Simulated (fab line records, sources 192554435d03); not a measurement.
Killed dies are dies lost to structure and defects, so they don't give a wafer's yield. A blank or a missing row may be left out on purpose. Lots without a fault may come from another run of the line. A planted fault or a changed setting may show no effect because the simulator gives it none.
Chamber matching | flow n5_finfet | N5_BEOL_M0_CO_CAP_123 on cvd_co-02: 3 sister chambers
The step material Co, precursor CCTBA/H2, target thk 2 nm, time 102.1 s. 22 wafers are shown with their chamber, then 11 later ones without.

WAFERS WITH THEIR CHAMBER
wafer  | chamber | heater_power_w (W) | susceptor_temp_C (C)
L074.3 | 2       | 234                | 200.21
L074.4 | 2       | 232                | 199.83
L074.5 | 0       | 224                | 199.98
L075.3 | 2       | 231                | 199.78
L075.4 | 1       | 240                | 200.04
L075.6 | 2       | 239                | 199.84
L077.1 | 2       | 236                | 200.18
L077.3 | 1       | 241                | 199.87
L077.6 | 0       | 226                | 199.91
L079.1 | 2       | 234                | 200.19
L079.3 | 0       | 228                | 199.89
L079.5 | 1       | 238                | 199.87
L078.1 | 2       | 241                | 200.05
L078.4 | 2       | 243                | 200.23
L078.5 | 0       | 227                | 200.08
L081.1 | 1       | 240                | 199.98
L081.3 | 2       | 235                | 200.18
L081.6 | 1       | 244                | 200.03
L084.2 | 1       | 243                | 199.87
L084.5 | 2       | 234                | 200.14
L084.6 | 0       | 222                | 200.25
L085.2 | 2       | 231                | 199.93

SIGNATURES (means of the wafers above)
reading          | chamber 0 | chamber 1 | chamber 2 | scatter within a chamber
heater_power_w   | 225.40    | 241.00    | 235.45    | 3.29
susceptor_temp_C | 200.0220  | 199.9433  | 200.0509  | 0.149
Rule: a wafer's distance from a chamber is the root of the sum, over the readings, of the square of ((its reading less the chamber's mean) divided by the reading's scatter). The wafer belongs to the nearest chamber; if the next one is less than 2 further off, it can't be placed. The scatter: the root of (the sum of the squares of (reading less its chamber's mean) over the shown wafers, divided by (wafers less chambers)).

WAFERS WITHOUT THEIR CHAMBER
wafer  | heater_power_w (W) | susceptor_temp_C (C)
L085.3 | 220                | 199.84
L085.5 | 236                | 200.20
L087.3 | 234                | 199.95
L087.4 | 228                | 200.33
L087.5 | 227                | 200.06
L089.1 | 239                | 200.23
L089.3 | 226                | 200.31
L089.5 | 222                | 199.99
L092.2 | 246                | 199.80
L092.4 | 238                | 199.94
L092.6 | 228                | 200.11

WHICH CHAMBER EACH WENT THROUGH
wafer  | from the rows above          | in truth
L085.3 | 0                            | 0
L085.5 | can't be placed: 2 or 1      | 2
L087.3 | can't be placed: 2 or 1 or 0 | 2
L087.4 | can't be placed: 0 or 2      | 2
L087.5 | 0                            | 0
L089.1 | can't be placed: 2 or 1      | 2
L089.3 | can't be placed: 0 or 2      | 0
L089.5 | 0                            | 0
L092.2 | can't be placed: 1 or 2      | 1
L092.4 | can't be placed: 1 or 2      | 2
L092.6 | can't be placed: 0 or 2      | 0
Placed correctly: 3 of 11. Can't be placed from these rows: 8 (the true chamber is among the candidates in 8). Placed wrongly: 0.
